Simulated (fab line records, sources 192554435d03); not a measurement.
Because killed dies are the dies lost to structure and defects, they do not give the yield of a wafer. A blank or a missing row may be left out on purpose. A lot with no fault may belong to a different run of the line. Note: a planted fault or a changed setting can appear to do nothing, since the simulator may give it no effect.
fab line records    flow n5-finfet
[record] lots = 4  wafers = 12  last-day = 17
route steps=1938 shown HKMG_FIN@396 PASSIVATION@1936
lots with no fault: from the same line, run without faults
start-h: the number of hours between the record's first day and the start of the first shown wafer of the lot    wait-h: how many hours have passed since the lot's step before this one    " same as the row above    L1.1+2: one row covering several wafers at once    - value missing, or start not given    * or withheld: withheld    < > ~ a bound
route shown NAME@n: a module of which the file shows steps, and the number in the route of the first    usual: mean and standard deviation over wafers with no fault    same: alike in all rows    chamber/n: place in a boat    sites: the reading at each site    _std_site: standard deviation across them    _edge_site: the outer-site mean with the inner-site mean subtracted    radius-mm: how far each site lies from the wafer's centre    mask NAME#n: copy n    behind: the last tool/chamber to shape the wafer    hold: cause of the lot's hold/its duration in hours/its outcome    device: names the non-switching transistor (n, p or np)    end of line: the route-end tests of the same wafers    for a step that has no rows: nothing shown but its recipe    killed: at the first sort, the dies lost to defects and structure; wafer yield is something else    map: shows each die of a wafer: x if killed, . if not, _ if none is there
set.NAME: the setting as run; set.NAME@STEP: as run at that earlier step    model.NAME: the simulator's own value behind a step, which no gauge read
certain route steps with their lots: each step a table, each wafer a row
services: from which hour (start-h, from the record's first day; less than 0 if before it) a tool's chamber was out of use, for how many hours, and why
[[steps]]
[step N5_HKMG_FIN_PEB_47]
[recipe] peb-temp-c = withheld  peb-time-s = 60  resist = CAR-ArF
[step N5_HKMG_FIN_DEVELOP_48]
[recipe] develop-time-s = 30  developer = TMAH  resist = CAR-ArF  rinse-liquid = diw  dry = air-spin  dev-temp-c = 23
[step N5_HKMG_FIN_DESCUM_53]
[recipe] chemistry = O2  time-s = 7.9  source-power-w = 50  bias-power-w = 20  pressure-mtorr = 20  rf-frequency-hz = 2.712e+07  temp-c = 40  resist = CAR-ArF  o2-flow-sccm = 225
[step N5_HKMG_FIN_ETCH_54]
[recipe] chemistry = CF4  target = SiARC  target-depth-a = 455  mask-material = CAR-ArF  time-s = 75.8  ion-energy-ev = 80  pressure-mtorr = 40  source-w = 545  bias-w = 36  Ar_flow_sccm = 100  cf4-flow-sccm = 100  ends = cleared
[step N5_HKMG_FIN_ETCH_55]
[recipe] chemistry = N2/H2  target = SOC  target-depth-a = 2400  temp-c = 40  time-s = 300  ion-energy-ev = 200  mask-material = SiARC  pressure-mtorr = 30  source-w = 840  bias-w = 150  n2-flow-sccm = 200  h2-flow-sccm = 200
[step N5_HKMG_FIN_STRIP_56]
[recipe] chemistry = N2/H2  temp-c = 40  n2-flow-sccm = 200  h2-flow-sccm = 200  rf-frequency-hz = 6e+07
[step N5_HKMG_FIN_STRIP_57]
[recipe] chemistry = CF4  resist = SiARC  power-w = 300  bias-power-w = 75  pressure-mtorr = 50  cf4-flow-sccm = 150  rf-frequency-hz = 6e+07
[step N5_HKMG_FIN_ETCH_58]
[recipe] chemistry = N2/H2  target = SOC  target-depth-a = 2158  ion-energy-ev = 50  bias-w = 13  time-s = 741  pressure-mtorr = 30  source-w = 875  n2-flow-sccm = 200  h2-flow-sccm = 200
[step N5_HKMG_FIN_STRIP_93]
[recipe] chemistry = N2/H2  material = SOC  time-s = 20  power-w = 500  temp-c = 40  pressure-mtorr = 50  rf-frequency-hz = 6e+07  bias-power-w = 8  h2-frac = 0.5  n2-flow-sccm = 300  h2-flow-sccm = 300
[step N5_HKMG_FIN_WET_ETCH_76]
[recipe] chemistry = dNH4OH  mix = 1:50  temp-c = 25  target = Al2O3  stop-on = La2O3  target-depth-nm = 2.25  dry = ipa-marangoni  rinse-time-s = 30  rinse-temp-c = 23
[usual] bath-heat-duty-pct = 6.4/0.84
lot.wafer  tool          chamber  start-h  wait-h  bath-heat-duty-pct
L433.1     wet-bench-06  4        77.57    0.1     6.6
L433.4     "             6        "        "       8.0
L433.6     "             0        "        "       6.6
L444.2     wet-bench-06  4        148.52   0.1     5.4
L444.3     "             3        "        "       6.1
L444.5     "             2        "        "       5.2
L445.4     wet-bench-06  0        154.26   0.1     5.8
L445.5     "             6        "        "       7.2
L445.6     "             2        "        "       6.0
L452.1     wet-bench-05  4        193.64   0.1     7.3
L452.4     "             0        "        "       6.9
L452.5     "             2        "        "       6.4
[step N5_HKMG_FIN_STRIP_60]
[recipe] chemistry = N2/H2  power-w = 2500  temp-c = 300  h2-frac = 0.65  time-s = 360  pressure-mtorr = withheld  n2-flow-sccm = 1750  h2-flow-sccm = 3250
[step N5_HKMG_FIN_WET_ETCH_77]
[recipe] chemistry = dHCl  mix = 1:10000  temp-c = 25  target = La2O3  stop-on = HfO2  target-depth-nm = 2
[step N5_HKMG_FIN_WET_ETCH_78]
[recipe] chemistry = dNH4OH  mix = 1:50  temp-c = 25  target = Al2O3  stop-on = La2O3  target-depth-nm = 4.5  dry = ipa-marangoni  rinse-time-s = 30  rinse-temp-c = 23
[step N5_HKMG_FIN_ALD_79]
[recipe] material = TiN  target-thk-a = 15  temp-c = 400  ald-precursor-family = TiCl4  ald-co-reactant = NH3  pulse-time-s = 1  purge-time-s = 3  co-reactant-purge-time-s = 2  co-reactant-pulse-time-s = 2  ald-cycles = 68  pressure-torr = 3
[step N5_HKMG_FIN_CVD_62]
[recipe] material = a-Si  target-thk-a = 30  temp-c = 500  precursor = Si2H6  pressure-torr = 1  time-s = 20.8
[step N5_HKMG_FIN_RTA_80]
[recipe] temp-c = withheld  time-s = 2  ambient = N2  idle-temp-c = 600  ramp-up-c-per-s = 150  ramp-down-c-per-s = 60  cool-to-c = 600
[step N5_HKMG_FIN_PRECLEAN_64]
[recipe] chemistry = dHF  time-s = 30  temp-c = 25  dilution = withheld
[step N5_HKMG_FIN_WET_ETCH_65]
[recipe] chemistry = TMAH  temp-c = 70  conc-wt-pct = 5  target = a-Si  stop-on = TiN  time-s = 49  target-depth-nm = 3
[step N5_HKMG_FIN_WET_ETCH_81]
[recipe] chemistry = SC1  target = TiN  stop-on = HfO2  mix = 1:1:5  temp-c = 60  time-s = 57  target-depth-nm = 6
[step N5_HKMG_FIN_WET_ETCH_82]
[recipe] chemistry = dHCl  mix = 1:10000  temp-c = 25  target = La2O3  stop-on = HfO2  target-depth-nm = 2  dry = ipa-marangoni  rinse-time-s = 30  rinse-temp-c = 23
[step N5_HKMG_FIN_ALD_36]
[recipe] material = TiN  target-thk-a = 10  temp-c = 400  ald-precursor-family = TiCl4  ald-co-reactant = NH3  pulse-time-s = 1  purge-time-s = 3  co-reactant-purge-time-s = 2  co-reactant-pulse-time-s = 2  ald-cycles = 47  pressure-torr = 3
[step N5_HKMG_FIN_PWFM_ALD_03]
[recipe] material = TiN  target-thk-a = 20  temp-c = 400  ald-precursor-family = TiCl4  ald-co-reactant = NH3  pulse-time-s = 1  purge-time-s = 3  co-reactant-purge-time-s = 2  co-reactant-pulse-time-s = 2  ald-cycles = 91  pressure-torr = 3
[step N5_HKMG_FIN_COAT_29]
[recipe] resist = SOC  temp-c = 250  time-s = 60  spin-rpm = 1500  resist-thk-nm = 300
[step N5_HKMG_FIN_COAT_30]
[recipe] resist = SiARC  temp-c = 220  time-s = 60  spin-rpm = 1500  resist-thk-nm = 35
[step N5_HKMG_FIN_COAT_06]
[recipe] resist = CAR-ArF  spin-rpm = 1500  resist-thk-nm = 90
[step N5_HKMG_FIN_EBR_08]
[recipe] solvent = PGMEA  ebr-width-mm = 1.5
[step N5_HKMG_FIN_SOFTBAKE_07]
[recipe] temp-c = 110  time-s = 60  resist = CAR-ArF
[step N5_HKMG_FIN_EXPOSE_09]
[recipe] mask-id = NWFM  na = 1.35  source-shape = conventional  sigma-outer = 0.8  polarization = unpolarized  dose-mj = 39.25
[step N5_HKMG_FIN_PEB_10]
[recipe] peb-temp-c = withheld  peb-time-s = 60  resist = CAR-ArF
[step N5_HKMG_FIN_DEVELOP_11]
[recipe] develop-time-s = 30  developer = TMAH  resist = CAR-ArF  dev-temp-c = 23  rinse-liquid = diw  dry = air-spin
[step N5_HKMG_FIN_INSPECT_14]
[recipe] mode = adi  inspect-instrument = macro
[usual] raw-defect-count = 2.2/1.3
lot.wafer  tool               chamber  start-h  wait-h  raw-defect-count
L433.1     defect-inspect-01  -        80.11    0.0     2
L433.4     "                  -        "        "       1
L433.6     "                  -        "        "       3
L444.2     defect-inspect-01  -        151.25   0.0     >300
L444.3     "                  -        "        "       >300
L444.5     "                  -        "        "       >300
L445.4     defect-inspect-01  -        156.80   0.0     >300
L445.5     "                  -        "        "       >300
L445.6     "                  -        "        "       >300
L452.1     defect-inspect-01  -        196.47   0.0     2
L452.4     "                  -        "        "       4
L452.5     "                  -        "        "       4
[step N5_HKMG_FIN_DESCUM_17]
[recipe] chemistry = O2  time-s = 7.9  source-power-w = 50  bias-power-w = 20  pressure-mtorr = 20  rf-frequency-hz = 2.712e+07  temp-c = 40  resist = CAR-ArF  o2-flow-sccm = 225
[step N5_PASSIVATION_PROBE_49]
[usual] killed_at_M0_to_M3 = 31/11  killed_at_M4_up = 14/5.1  killed-at-contacts = 12/5.6  killed-at-front-end = 42/12  killed-at-other = 3.8/2.9  killed-dies = 103/18  killed-open = 67/14  killed-short = 33/8
[same] gross-dies = 1180  killed-at-back-side = 0
lot.wafer  tool       chamber  start-h  wait-h  killed_at_M0_to_M3  killed_at_M4_up  killed-at-contacts  killed-at-front-end  killed-at-other  killed-dies  killed-open  killed-short
L444.2     prober-01  -        364.30   0.1     14                  16               14                  158                  1                203          48           31
L444.3     prober-01  -        364.35   0.1     20                  12               18                  154                  0                204          77           24
L444.5     prober-01  -        364.45   0.2     31                  16               15                  184                  1                247          78           40
L445.4     prober-02  -        374.18   0.2     31                  10               12                  167                  7                227          69           36
L445.5     prober-02  -        374.23   0.2     34                  12               4                   107                  4                161          67           32
L445.6     prober-02  -        374.28   0.3     32                  14               5                   159                  8                218          63           27
// killed by level:class
L444.2 HKMG_FIN:unspecified=120 MOL_CONTACT_COAG:geometric-particle:open=11 FIN_SAQP:geometric-particle:short=7 FIN_SAQP:geometric-particle:open=6 GATE_CUT:geometric-particle:open=5 GATE_CUT:geometric-particle:short=5 BEOL_M4:geometric-particle:short=5 STI_FIN_REVEAL:geometric-particle:open=4
L444.3 HKMG_FIN:unspecified=99 MOL_CONTACT_COAG:geometric-particle:open=17 STI_FIN_REVEAL:geometric-particle:open=14 FIN_SAQP:geometric-particle:open=11 FIN_SAQP:geometric-particle:short=6 BEOL_M0_SAQP:geometric-particle:open=6 STARTING-WAFER:geometric-particle:open=5 GATE_CUT:geometric-particle:short=4
L444.5 HKMG_FIN:unspecified=127 STI_FIN_REVEAL:geometric-particle:open=26 MOL_CONTACT_COAG:geometric-particle:open=12 BEOL_M4:geometric-particle:open=8 FIN_SAQP:geometric-particle:short=7 BEOL_M0_SAQP:geometric-particle:short=7 STI_FIN_REVEAL:geometric-particle:short=6 BEOL_M1:geometric-particle:open=6
L445.4 HKMG_FIN:unspecified=122 FIN_SAQP:geometric-particle:open=17 MOL_CONTACT_COAG:geometric-particle:open=8 BEOL_M1:geometric-particle:open=8 FIN_SAQP:geometric-particle:short=6 GATE_CUT:geometric-particle:short=6 BEOL_M0_SAQP:geometric-particle:short=6 BEOL_M0_SAQP:geometric-particle:open=6
L445.5 HKMG_FIN:unspecified=61 FIN_SAQP:geometric-particle:open=11 BEOL_M0_SAQP:geometric-particle:open=8 BEOL_M1:geometric-particle:open=8 STI_FIN_REVEAL:geometric-particle:open=7 DUMMY_GATE:geometric-particle:open=7 FIN_SAQP:geometric-particle:short=6 DUMMY_GATE:geometric-particle:short=4
L445.6 HKMG_FIN:unspecified=128 STI_FIN_REVEAL:geometric-particle:open=10 BEOL_M0_SAQP:geometric-particle:short=10 FIN_SAQP:geometric-particle:open=8 BEOL_M1:geometric-particle:open=6 MOL_CONTACT_COAG:geometric-particle:open=5 BEOL_M0_SAQP:geometric-particle:open=5 BEOL_M2:geometric-particle:open=5
// map L444.5 (x killed, . not)
_________________x..x........________________
______________x................._____________
___________xx...............x.x....__________
__________.......x.................._________
________......xx...xx.........x.xxx..._______
_______x.....x...x.................x...______
______..........x....x.................._____
_____...........xxx.xx..x...x....x.......____
____..........xxxx.xxxxxx..........x......___
___.....xx....xxxxxxxxxxxx.x..xx...........__
___...x.......xxxxxxxxxxxx.................__
__....x....xxx.xxxxxxxxxxxxx................_
__....x.......xxxxxxxxxxxxxx............x..x_
_........x.x.x.xxxxxxxxxxx.xx............x...
_........x...xxxxxxxxxxxxxxxx...x...x.x......
_x.x..x.......xxxxxxxxxx.xx................xx
_..x.......x...xxxxxxxxxxx.xx..x........x...x
_...........x.......xxxx.x.............x.....
_..........x..........x..x.......x.........x.
_.x...x..........x.......xx..........x.......
_................x.......x.........x..x..x.x.
__x...x...........x....x..................x._
__...x....xx.x......x......x...x.....x......_
___....x........................x.........x__
___......xx........................x...x...__
____...x..........x.......................___
_____....x.....x...x.x.............x.....____
______..........x.................xx...._____
_______.........................xx.x...______
________.....x...................x...x_______
__________xx...........x...x........_________
___________...x................x.x.__________
______________...x..........x..._____________
_________________......x.....________________
// map L445.4 (x killed, . not)
_________________..x.........________________
______________....x...x..xxx..x._____________
___________x..........x..........x.__________
__________...............x.........._________
________..............x......x........_______
_______.....x............x.....x.......______
______...............x.................._____
_____..................x..x.x............____
____.................x..xx............x...___
___........................................__
___............x..........x..xx.......xx...__
__...............x.................x........_
__.x..x.............xx.........x.....x..x.x._
_...x...........................x.....x......
_..x......x...x..x.xx...x...........x........
_...xx.....x..xxxxxx.x.x.....x...x...........
_.....x.x..x..xxxxxxxxxxx.............x......
_............xxxxxxxxxxxxxx..................
_x..x.x....xxxxxxxxxxxxxx.x..................
_x.........xxxxxxxxxxxxx....................x
_.x........xxxxxxxxxxxxxx.x.x................
__.........xxxxxxxxxxxxx.xx.x..............._
__..x...x....xxxxxxxxxxx.x.x.........x......_
___.........xxxxxxxxxxx...x........xx......__
___....x....xx.x.xx.x..............x.x...x.__
____.x............x...x...x..............x___
_____............x..x..............xx....____
______..............x..................._____
_______.xx....x.....x.....x..x..x......______
________....x....................x...._______
__________...x.....x.......x........_________
___________.....x.x................__________
______________.....x..x......x.._____________
_________________...x........________________
[[services]]
tool          chamber  start-h  hours  kind
wet-bench-06  -        138.05   2.8    repair
[[key]]
[first-sign] step = N5_HKMG_FIN_INSPECT_14  reading = raw-defect-count  direction = up  sigmas = 99+  usual = 2.2  struck = >300
[effect] step = N5_PASSIVATION_PROBE_49  reading = killed-at-front-end  direction = up  sigmas = 9.1  usual = 42  struck = 155
[more-kills-born-at] N5_HKMG_FIN_WET_ETCH_76@wet-bench-06 = 657
met-at N5_HKMG_FIN_WET_ETCH_76
struck-wafers L444.2,L444.3,L444.5,L445.4,L445.5,L445.6
tester-left-out L444,L445
onset-between 77.57 148.52
[fault] kind = chamber-particle-source  tool = wet-bench-06  chamber = -  onset-h = 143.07  steps = N5_HKMG_FIN_WET_ETCH_76  rate-per-visit-cm2 = 0.88006  end-h = 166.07
// tester-left-out: of these lots the tester's yield and bins aren't shown, on N5 and GAA mostly nor the transistor test; their killed dies are dies lost to structure and defects alone, not to doping, threshold or leakage, so they don't give the yield
